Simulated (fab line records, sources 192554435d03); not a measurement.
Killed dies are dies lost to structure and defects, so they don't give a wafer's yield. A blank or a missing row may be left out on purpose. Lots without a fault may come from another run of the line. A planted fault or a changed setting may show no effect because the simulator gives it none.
Which tool did it? | flow n5_finfet | 10 lots, 30 wafers sampled, at 5 steps of a route of 1938

WHAT THE GAUGES READ, wafer by wafer
N5_GATE_CUT_INSPECT_26: inspects for defects (darkfield). Usual: raw_defect_count 40, standard deviation 16.
lot  | measured     | on                | raw_defect_count | flag
L305 | day 4 16:19  | defect_inspect-02 | 50 62 30         |
L307 | day 5 06:33  | defect_inspect-01 | 38 31 31         |
L310 | day 5 22:24  | defect_inspect-02 | 45 37 46         |
L313 | day 6 15:31  | defect_inspect-01 | 46 72 29         |
L315 | day 7 09:23  | defect_inspect-01 | 107 51 20        |
L319 | day 8 02:49  | defect_inspect-02 | 42 36 23         |
L323 | day 9 02:30  | defect_inspect-01 | 42 38 34         |
L326 | day 9 21:10  | defect_inspect-01 | 28 31 67         |
L327 | day 10 02:45 | defect_inspect-01 | 37 37 41         |
L328 | day 10 08:15 | defect_inspect-02 | 40 44 23         |

N5_MOL_CONTACT_COAG_CD_MEAS_08: target cd 28 nm. Usual: cd_nm 28.08 nm, standard deviation 0.28.
lot  | measured     | on        | cd_nm (nm)        | flag
L305 | day 4 16:37  | cd_sem-01 | 28.64 28.29 28.64 |
L307 | day 5 06:51  | cd_sem-02 | 28.01 28.00 28.20 |
L310 | day 5 22:49  | cd_sem-03 | 28.09 28.18 28.58 |
L313 | day 6 15:56  | cd_sem-02 | 27.47 27.89 28.19 |
L315 | day 7 09:41  | cd_sem-03 | 28.40 28.17 28.01 |
L319 | day 8 03:07  | cd_sem-03 | 28.44 28.18 28.06 |
L323 | day 9 02:55  | cd_sem-01 | 27.96 27.97 28.43 |
L326 | day 9 21:38  | cd_sem-01 | 27.99 28.10 27.74 |
L327 | day 10 03:11 | cd_sem-02 | 27.58 27.67 27.72 |
L328 | day 10 08:40 | cd_sem-01 | 27.97 27.60 28.02 |

N5_BEOL_M4_RC_MEAS_101. Usual: DIBL_N 36.8 mV/V, standard deviation 1.5; DIBL_P 37.1 mV/V, standard deviation 2.1; IOFF_N 0.168 nA/um, standard deviation 0.03; IOFF_P 0.22 nA/um, standard deviation 0.034; ION_N 679 uA/um, standard deviation 12; ION_P 466 uA/um, standard deviation 8; SS_N 71.7 mV/dec, standard deviation 0.58; SS_P 73.5 mV/dec, standard deviation 0.67; VT_N 248.8 mV, standard deviation 2.7; VT_P -250 mV, standard deviation 3.3.
lot  | measured     | on        | DIBL_N (mV/V)  | DIBL_P (mV/V)  | IOFF_N (nA/um)    | IOFF_P (nA/um) | ION_N (uA/um) | ION_P (uA/um) | SS_N (mV/dec)  | SS_P (mV/dec)  | VT_N (mV)         | VT_P (mV)      | flag
L305 | day 7 12:11  | prober-02 | 38.6 34.9 38.5 | 39.9 35.0 39.9 | 0.204 0.135 0.213 | 0.24 0.17 0.25 | 683 662 679   | 463 455 466   | 73.2 71.3 71.6 | 74.1 73.5 74.3 | 247.3 250.8 244.0 | -249 -256 -247 |
L307 | day 8 13:29  | prober-01 | 37.0 36.9 37.1 | 36.1 36.0 36.1 | 0.146 0.146 0.148 | 0.19 0.20 0.20 | 678 675 672   | 461 462 461   | 71.5 70.6 70.9 | 73.5 72.9 73.4 | 249.8 247.4 248.0 | -253 -249 -250 |
L310 | day 8 17:46  | prober-01 | 37.7 39.2 34.7 | 38.3 37.7 33.1 | 0.187 0.213 0.126 | 0.26 0.24 0.17 | 678 680 667   | 467 460 458   | 72.6 72.9 71.5 | 74.2 73.9 73.1 | 247.7 248.0 252.7 | -246 -247 -252 |
L313 | day 9 19:59  | prober-02 | 38.5 35.3 37.8 | 38.9 36.3 39.0 | 0.202 0.153 0.204 | 0.22 0.19 0.24 | 682 678 696   | 455 466 467   | 72.4 72.1 72.0 | 74.0 73.2 74.1 | 246.2 250.0 245.2 | -250 -253 -249 |
L315 | day 10 00:07 | prober-02 | 40.3 36.5 38.9 | 41.8 36.5 41.4 | 0.264 0.150 0.217 | 0.28 0.18 0.27 | 698 660 677   | 468 452 467   | 72.5 70.7 72.4 | 74.9 74.0 74.1 | 243.8 251.1 244.8 | -250 -253 -249 |
L319 | day 11 06:49 | prober-02 | 41.2 36.5 35.5 | 40.8 34.4 32.9 | 0.236 0.136 0.122 | 0.29 0.19 0.17 | 676 661 655   | 462 458 449   | 72.2 71.1 71.1 | 76.2 73.5 72.4 | 246.2 253.6 254.0 | -251 -254 -252 |
L323 | day 12 04:27 | prober-01 | 38.4 37.9 37.8 | 38.2 37.6 38.1 | 0.186 0.166 0.190 | 0.22 0.22 0.23 | 694 675 706   | 474 459 478   | 72.1 71.7 72.4 | 73.4 73.5 74.2 | 246.9 245.7 244.3 | -253 -252 -248 |
L326 | day 13 00:08 | prober-02 | 39.5 36.3 37.7 | 39.8 36.0 37.7 | 0.233 0.149 0.182 | 0.28 0.21 0.23 | 712 687 695   | 478 472 476   | 71.8 71.4 72.2 | 74.5 73.2 73.2 | 244.4 250.9 248.9 | -247 -249 -250 |
L327 | day 13 08:35 | prober-02 | 33.4 34.7 36.5 | 33.0 34.8 36.2 | 0.126 0.147 0.164 | 0.19 0.22 0.26 | 679 681 678   | 469 472 474   | 71.3 71.5 72.4 | 72.9 73.4 73.0 | 252.8 252.4 248.7 | -251 -247 -246 |
L328 | day 14 02:40 | prober-01 | 37.7 38.0 35.4 | 38.6 37.2 34.7 | 0.167 0.171 0.135 | 0.25 0.22 0.18 | 676 680 667   | 467 469 455   | 71.3 71.0 71.3 | 73.1 72.6 72.9 | 249.5 249.2 252.4 | -246 -248 -251 |

WHICH TOOL RAN EACH LOT (tool, then ch and the chambers of the sampled wafers, then the start)
lot  | N5_MOL_CONTACT_COAG_IMPLANT_129 | N5_MOL_CONTACT_COAG_SIL_ANNEAL_21
L305 | implanter-01 ch 0, day 4 17:31  | rtp_anneal-01 ch 0, day 4 19:11
L307 | implanter-01 ch 0, day 5 07:24  | rtp_anneal-01 ch 0, day 5 08:29
L310 | implanter-02 ch 0, day 5 23:22  | rtp_anneal-02 ch 0, day 6 00:36
L313 | implanter-01 ch 0, day 6 16:30  | rtp_anneal-01 ch 0, day 6 17:55
L315 | implanter-01 ch 0, day 7 10:14  | rtp_anneal-01 ch 0, day 7 12:19
L319 | implanter-01 ch 0, day 8 03:43  | rtp_anneal-02 ch 0, day 8 05:17
L323 | implanter-01 ch 0, day 9 03:29  | rtp_anneal-02 ch 0, day 9 06:11
L326 | implanter-02 ch 0, day 9 23:38  | rtp_anneal-01 ch 0, day 10 01:41
L327 | implanter-02 ch 0, day 10 03:44 | rtp_anneal-02 ch 0, day 10 05:06
L328 | implanter-02 ch 0, day 10 09:16 | rtp_anneal-02 ch 0, day 10 10:50
- N5_MOL_CONTACT_COAG_IMPLANT_129
- N5_MOL_CONTACT_COAG_SIL_ANNEAL_21: time 60 s.

WHAT THE TOOLS THEMSELVES READ (means of the sampled wafers that have a number; where no wafer has one, the mark that the record gives instead)
N5_MOL_CONTACT_COAG_IMPLANT_129. Usual: beam_energy_keV 3.0002, standard deviation 0.00084; end_station_pressure_torr 5.8e-06 Torr, standard deviation 3.2e-07.
lot  | tool         | beam_energy_keV | end_station_pressure_torr (Torr) | flag
L305 | implanter-01 | 2.9999          | 5.9e-06                          |
L307 | implanter-01 | 3.0002          | 5.8e-06                          |
L310 | implanter-02 | 2.9996          | 5.8e-06                          |
L313 | implanter-01 | 3.0004          | 5.6e-06                          |
L315 | implanter-01 | 3.0003          | 6.1e-06                          |
L319 | implanter-01 | 7.7914          | 1.1e-05                          | OFF
L323 | implanter-01 | 7.7907          | 1.1e-05                          | OFF
L326 | implanter-02 | 3.0001          | 5.5e-06                          |
L327 | implanter-02 | 3.0009          | 5.7e-06                          |
L328 | implanter-02 | 3.0009          | 6.1e-06                          |

N5_MOL_CONTACT_COAG_SIL_ANNEAL_21. Usual: lamp_power_pct 5.8 %, standard deviation 0.4; lamp_zone_6_pct 5.8 %, standard deviation 0.39; lamp_zone_7_pct 6.1 %, standard deviation 0.42; wafer_temp_C_max 552.7, standard deviation 0.52.
lot  | tool          | lamp_power_pct (%) | lamp_zone_6_pct (%) | lamp_zone_7_pct (%) | wafer_temp_C_max | flag
L305 | rtp_anneal-01 | 5.5                | 5.5                 | 5.8                 | 552.8            |
L307 | rtp_anneal-01 | 5.5                | 5.5                 | 5.8                 | 552.7            |
L310 | rtp_anneal-02 | 6.4                | 6.3                 | 6.7                 | 552.8            |
L313 | rtp_anneal-01 | 5.5                | 5.5                 | 5.8                 | 553.1            |
L315 | rtp_anneal-01 | 5.5                | 5.5                 | 5.8                 | 552.9            |
L319 | rtp_anneal-02 | 6.4                | 6.3                 | 6.7                 | 552.7            |
L323 | rtp_anneal-02 | 6.4                | 6.3                 | 6.7                 | 552.7            |
L326 | rtp_anneal-01 | 5.5                | 5.5                 | 5.8                 | 552.1            |
L327 | rtp_anneal-02 | 6.4                | 6.3                 | 6.7                 | 553.2            |
L328 | rtp_anneal-02 | 6.4                | 6.3                 | 6.7                 | 553.0            |

THE ANSWER, worked out from the rows above alone
Rule: a lot is off if the mean of its wafers that have a number lies more than 3 standard deviations from the usual mean. A lot without any number at a reading at which 4 lots or more have one is off too. The other lots that the step has rows for count as sound. The gauges are gone through in route order, then the tools' own readings, and for those a lot's mean is taken as printed above. The first step at which some lot is off is used, and at that step the reading that is off furthest; a lot without a number counts as furthest.
Off: L319, L323, at N5_MOL_CONTACT_COAG_IMPLANT_129 (beam_energy_keV).
A tool fits if, at that step or a process step before it, it ran every lot that is off, and no sound lot after the first of them. One fits: implanter-01 at N5_MOL_CONTACT_COAG_IMPLANT_129. Its last sound lot is L315 (day 7 10:14), its first lot that is off L319 (day 8 03:43): a fault that began between those two fits.
The tool's own readings at N5_MOL_CONTACT_COAG_IMPLANT_129 bear it out: on the lots that are off they differ by more than 5 times the standard deviation of the sound lots' means. beam_energy_keV reads 7.7911 there against 3.0003 on the sound lots; end_station_pressure_torr reads 1.1e-05 Torr there against 5.8e-06 Torr on the sound lots.

WHAT THE SIMULATOR HAD PUT IN
Process parameter drift: implanter-01, from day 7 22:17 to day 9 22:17, at N5_MOL_CONTACT_COAG_IMPLANT_129. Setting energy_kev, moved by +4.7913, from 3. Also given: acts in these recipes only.
Lots struck among those shown: L319, L323. The rule above found the same.
